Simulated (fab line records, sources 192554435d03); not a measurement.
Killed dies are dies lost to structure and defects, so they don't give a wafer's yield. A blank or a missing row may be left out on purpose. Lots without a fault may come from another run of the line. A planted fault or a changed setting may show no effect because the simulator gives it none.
Which tool did it? | flow n5_finfet | 9 lots, 23 wafers sampled, at 7 steps of a route of 1938

WHAT THE GAUGES READ, wafer by wafer
N5_BEOL_M10_OCD_MEAS_38. Usual: trench_depth_nm 149 nm, standard deviation 3.6.
lot  | measured     | on     | trench_depth_nm (nm) | flag
L860 | day 9 18:13  | ocd-02 | 154 153 153          |
L862 | day 10 07:41 | ocd-01 | 143 154              |
L871 | day 12 15:09 | ocd-01 | 173                  | OFF
L870 | day 12 17:19 | ocd-01 | 149 154              |
L873 | day 13 08:25 | ocd-01 | 155 153 145          |
L876 | day 14 01:42 | ocd-02 | 143 151 150          |
L879 | day 15 10:39 | ocd-01 | 147 152 144          |
L880 | day 15 09:28 | ocd-02 | 144 154 147          |
L883 | day 15 22:40 | ocd-02 | 150 152 149          |

N5_BEOL_M10_THK_MEAS_53: measures by xrf. Usual: M10_THK 141 nm, standard deviation 4.
lot  | measured     | on            | M10_THK (nm) | flag
L860 | day 9 20:39  | film_metro-02 | 146 147 146  |
L862 | day 10 09:57 | film_metro-02 | 134 145      |
L871 | day 12 17:44 | film_metro-01 | 165          | OFF
L870 | day 12 20:10 | film_metro-02 | 141 147      |
L873 | day 13 10:39 | film_metro-01 | 147 143 135  |
L876 | day 14 05:49 | film_metro-02 | 135 145 144  |
L879 | day 15 14:28 | film_metro-02 | 140 143 136  |
L880 | day 15 12:35 | film_metro-01 | 136 146 139  |
L883 | day 16 01:05 | film_metro-02 | 143 143 141  |

N5_BEOL_M10_RS_MEAS_57: measures by four-point-probe. Usual: M10_RS 0.151 ohm/sq, standard deviation 0.0047.
lot  | measured     | on            | M10_RS (ohm/sq)   | flag
L860 | day 9 20:49  | film_metro-01 | 0.145 0.145 0.146 |
L862 | day 10 10:07 | film_metro-01 | 0.160 0.146       |
L871 | day 12 17:52 | film_metro-01 | 0.127             | OFF
L870 | day 12 20:18 | film_metro-01 | 0.152 0.146       |
L873 | day 13 10:47 | film_metro-02 | 0.145 0.149 0.159 |
L876 | day 14 05:58 | film_metro-02 | 0.160 0.149 0.150 |
L879 | day 15 14:36 | film_metro-02 | 0.152 0.149 0.158 |
L880 | day 15 12:43 | film_metro-01 | 0.157 0.144 0.153 |
L883 | day 16 01:13 | film_metro-02 | 0.149 0.149 0.151 |

WHICH TOOL RAN EACH LOT (tool, then ch and the chambers of the sampled wafers, then the start)
lot  | N5_BEOL_M10_ETCH_62                | N5_BEOL_M10_STRIP_19               | N5_BEOL_M10_ETCH_65                | N5_BEOL_M10_TRENCH_ETCH_37
L860 | rie_diel-04 ch 0,1,2, day 9 15:44  | rie_diel-05 ch 0,2,3, day 9 16:02  | rie_diel-06 ch 2,3, day 9 17:46    | rie_diel-06 ch 2,3, day 9 18:02
L862 | rie_diel-06 ch 0,2, day 10 04:53   | rie_diel-05 ch 1,3, day 10 05:16   | rie_diel-06 ch 0,3, day 10 07:13   | rie_diel-06 ch 0,3, day 10 07:30
L871 | rie_diel-05 ch 3, day 12 11:08     | rie_diel-04 ch 3, day 12 11:31     | rie_diel-06 ch 0, day 12 14:43     | rie_diel-06 ch 0, day 12 14:59
L870 | rie_diel-04 ch 0, day 12 15:57     | rie_diel-04 ch 2,3, day 12 16:14   | rie_diel-05 ch 1,3, day 12 16:51   | rie_diel-05 ch 1,3, day 12 17:07
L873 | rie_diel-04 ch 0,1,3, day 13 07:08 | rie_diel-04 ch 0,2,3, day 13 07:28 | rie_diel-04 ch 0,1,2, day 13 07:57 | rie_diel-04 ch 0,1,2, day 13 08:14
L876 | rie_diel-05 ch 1,3, day 13 23:18   | rie_diel-05 ch 0,3, day 13 23:44   | rie_diel-04 ch 1,2,3, day 14 01:14 | rie_diel-04 ch 1,2,3, day 14 01:31
L879 | rie_diel-05 ch 1,2,3, day 15 05:39 | rie_diel-06 ch 1,2,3, day 15 05:59 | rie_diel-04 ch 1,2,3, day 15 10:12 | rie_diel-04 ch 1,2,3, day 15 10:28
L880 | rie_diel-06 ch 0,1,3, day 15 05:49 | rie_diel-05 ch 1,3, day 15 06:09   | rie_diel-04 ch 0,2,3, day 15 09:00 | rie_diel-04 ch 0,2,3, day 15 09:17
L883 | rie_diel-04 ch 0,2, day 15 20:58   | rie_diel-04 ch 0,2,3, day 15 21:16 | rie_diel-05 ch 1,2, day 15 22:13   | rie_diel-05 ch 1,2, day 15 22:29
- N5_BEOL_M10_ETCH_62: etches SOC in N2/H2, target depth 110 nm, overetch 22 nm, time 165 s.
- N5_BEOL_M10_STRIP_19: strips in O2.
- N5_BEOL_M10_ETCH_65: etches SiARC in CF4, target depth 39 nm, time 65 s.
- N5_BEOL_M10_TRENCH_ETCH_37: etches SiCOH lowk in C4F6/O2, target depth 148.83 nm, time 48 s.

WHAT THE TOOLS THEMSELVES READ (means of the sampled wafers that have a number; where no wafer has one, the mark that the record gives instead)
N5_BEOL_M10_ETCH_62. Usual: drypump_motor_current_A 5.7 A, standard deviation 0.44; oes_product_au 0.69 a.u., standard deviation 0.072; rf_fwd_power_W 837.4 W, standard deviation 2.3; rf_vpp_V 524.8 V, standard deviation 2.1; showerhead_plenum_p_Torr 2.58 Torr, standard deviation 0.08; throttle_valve_pct 17.76 %, standard deviation 0.19.
lot  | tool        | drypump_motor_current_A (A) | oes_product_au (a.u.) | rf_fwd_power_W (W) | rf_vpp_V (V) | showerhead_plenum_p_Torr (Torr) | throttle_valve_pct (%) | flag
L860 | rie_diel-04 | 5.3                         | 0.64                  | 836.9              | 524.6        | 2.57                            | 18.05                  |
L862 | rie_diel-06 | 5.9                         | 0.64                  | 836.7              | 525.2        | 2.61                            | 17.68                  |
L871 | rie_diel-05 | 5.6                         | 0.73                  | 840.1              | 529.5        | 2.72                            | 17.87                  |
L870 | rie_diel-04 | 5.9                         | 0.73                  | 838.0              | 522.0        | 2.50                            | 17.76                  |
L873 | rie_diel-04 | 5.5                         | 0.74                  | 835.6              | 522.9        | 2.51                            | 17.68                  |
L876 | rie_diel-05 | 5.3                         | 0.74                  | 836.8              | 525.7        | 2.63                            | 17.77                  |
L879 | rie_diel-05 | 5.7                         | 0.70                  | 838.5              | 526.6        | 2.65                            | 17.82                  |
L880 | rie_diel-06 | 5.9                         | 0.66                  | 836.9              | 522.0        | 2.50                            | 17.76                  |
L883 | rie_diel-04 | 5.2                         | 0.73                  | 837.2              | 523.5        | 2.56                            | 17.87                  |

N5_BEOL_M10_STRIP_19. Usual: drypump_motor_current_A 5.7 A, standard deviation 0.42; o2_flow_sccm 225.0 sccm, standard deviation 0.66; oes_product_au 0.81 a.u., standard deviation 0.09; rf_vpp_V 3.7 V, standard deviation 0.6; showerhead_plenum_p_Torr 2.12 Torr, standard deviation 0.065; throttle_valve_pct 16.55 %, standard deviation 0.16.
lot  | tool        | drypump_motor_current_A (A) | o2_flow_sccm (sccm) | oes_product_au (a.u.) | rf_vpp_V (V) | showerhead_plenum_p_Torr (Torr) | throttle_valve_pct (%) | flag
L860 | rie_diel-05 | 6.0                         | 224.9               | 0.81                  | 3.8          | 2.20                            | 16.52                  |
L862 | rie_diel-05 | 5.4                         | 224.8               | 0.93                  | 3.4          | 2.19                            | 16.45                  |
L871 | rie_diel-04 | 5.4                         | 225.0               | 0.87                  | 3.5          | 2.07                            | 16.60                  |
L870 | rie_diel-04 | 5.1                         | 224.9               | 0.91                  | 3.8          | 2.11                            | 16.62                  |
L873 | rie_diel-04 | 5.4                         | 224.2               | 0.88                  | 3.6          | 2.09                            | 16.57                  |
L876 | rie_diel-05 | 5.8                         | 225.1               | 0.79                  | 3.3          | 2.19                            | 16.52                  |
L879 | rie_diel-06 | 6.0                         | 225.4               | 0.78                  | 4.3          | 2.08                            | 16.51                  |
L880 | rie_diel-05 | 5.5                         | 224.8               | 0.84                  | 4.5          | 2.19                            | 16.55                  |
L883 | rie_diel-04 | 5.4                         | 225.4               | 0.84                  | 3.5          | 2.08                            | 16.61                  |

N5_BEOL_M10_ETCH_65. Usual: drypump_motor_current_A 5.7 A, standard deviation 0.42; etch_rf_on_time_s 64.8 s, standard deviation 2.6; oes_product_au 0.69 a.u., standard deviation 0.078; rf_fwd_power_W 538 W, standard deviation 3.1; rf_vpp_V 184.2 V, standard deviation 1; showerhead_plenum_p_Torr 2.16 Torr, standard deviation 0.054; throttle_valve_pct 15.52 %, standard deviation 0.22.
lot  | tool        | drypump_motor_current_A (A) | etch_rf_on_time_s (s) | oes_product_au (a.u.) | rf_fwd_power_W (W) | rf_vpp_V (V) | showerhead_plenum_p_Torr (Torr) | throttle_valve_pct (%) | flag
L860 | rie_diel-06 | 6.0                         | 62.3                  | 0.64                  | 537                | 184.2        | 2.19                            | 15.45                  |
L862 | rie_diel-06 | 5.8                         | 64.7                  | 0.63                  | 542                | 184.2        | 2.15                            | 15.71                  |
L871 | rie_diel-06 | 5.7                         | 68.4                  | 0.61                  | 543                | 185.2        | 2.14                            | 15.55                  |
L870 | rie_diel-05 | 5.4                         | 63.8                  | 0.77                  | 536                | 186.1        | 2.22                            | 15.44                  |
L873 | rie_diel-04 | 5.3                         | 64.2                  | 0.77                  | 537                | 184.5        | 2.15                            | 15.48                  |
L876 | rie_diel-04 | 5.1                         | 64.9                  | 0.76                  | 535                | 182.9        | 2.15                            | 15.54                  |
L879 | rie_diel-04 | 5.1                         | 66.1                  | 0.75                  | 536                | 184.0        | 2.15                            | 15.55                  |
L880 | rie_diel-04 | 5.4                         | 65.2                  | 0.72                  | 537                | 184.1        | 2.11                            | 15.45                  |
L883 | rie_diel-05 | 5.9                         | 63.1                  | 0.69                  | 539                | 185.5        | 2.22                            | 15.64                  |

N5_BEOL_M10_TRENCH_ETCH_37. Usual: drypump_motor_current_A 5.7 A, standard deviation 0.42; oes_f_703_au 0.81 a.u., standard deviation 0.096; oes_product_au 0.81 a.u., standard deviation 0.093; rf_fwd_power_W 341.1 W, standard deviation 1.8; rf_vpp_V 671 V, standard deviation 28; showerhead_plenum_p_Torr 2.87 Torr, standard deviation 0.065; throttle_valve_pct 20.85 %, standard deviation 0.22.
lot  | tool        | drypump_motor_current_A (A) | oes_f_703_au (a.u.) | oes_product_au (a.u.) | rf_fwd_power_W (W) | rf_vpp_V (V) | showerhead_plenum_p_Torr (Torr) | throttle_valve_pct (%) | flag
L860 | rie_diel-06 | 6.0                         | 0.76                | 0.75                  | 339.4              | 676          | 2.91                            | 20.77                  |
L862 | rie_diel-06 | 5.8                         | 0.71                | 0.73                  | 343.9              | 706          | 2.85                            | 21.01                  |
L871 | rie_diel-06 | 5.7                         | 1.19                | 0.82                  | 550.1              | 565          | 2.85                            | 20.83                  | OFF
L870 | rie_diel-05 | 5.4                         | 0.91                | 0.89                  | 341.4              | 651          | 2.95                            | 20.71                  |
L873 | rie_diel-04 | 5.3                         | 0.92                | 0.90                  | 340.1              | 657          | 2.86                            | 20.89                  |
L876 | rie_diel-04 | 5.1                         | 0.89                | 0.89                  | 340.4              | 665          | 2.86                            | 20.96                  |
L879 | rie_diel-04 | 5.1                         | 0.88                | 0.87                  | 340.1              | 665          | 2.86                            | 20.97                  |
L880 | rie_diel-04 | 5.4                         | 0.84                | 0.85                  | 339.9              | 663          | 2.81                            | 20.87                  |
L883 | rie_diel-05 | 6.0                         | 0.83                | 0.80                  | 340.1              | 638          | 2.95                            | 21.00                  |

THE ANSWER, worked out from the rows above alone
Rule: a lot is off if the mean of its wafers that have a number lies more than 3 standard deviations from the usual mean. A lot without any number at a reading at which 4 lots or more have one is off too. The other lots that the step has rows for count as sound. The gauges are gone through in route order, then the tools' own readings, and for those a lot's mean is taken as printed above. The first step at which some lot is off is used, and at that step the reading that is off furthest; a lot without a number counts as furthest.
Off: L871, at N5_BEOL_M10_OCD_MEAS_38 (trench_depth_nm).
A tool fits if, at a process step before that reading, it ran every lot that is off, and no sound lot after the first of them. The gauges at N5_BEOL_M10_OCD_MEAS_38 aren't tried: what is off there is off at N5_BEOL_M10_THK_MEAS_53 too, on other tools, and a gauge's error can't cause that. One fits: rie_diel-06 at N5_BEOL_M10_ETCH_65 and N5_BEOL_M10_TRENCH_ETCH_37. At N5_BEOL_M10_ETCH_65 its last sound lot is L862 (day 10 07:13), its first lot that is off L871 (day 12 14:43): a fault that began between those two fits.

WHAT THE SIMULATOR HAD PUT IN
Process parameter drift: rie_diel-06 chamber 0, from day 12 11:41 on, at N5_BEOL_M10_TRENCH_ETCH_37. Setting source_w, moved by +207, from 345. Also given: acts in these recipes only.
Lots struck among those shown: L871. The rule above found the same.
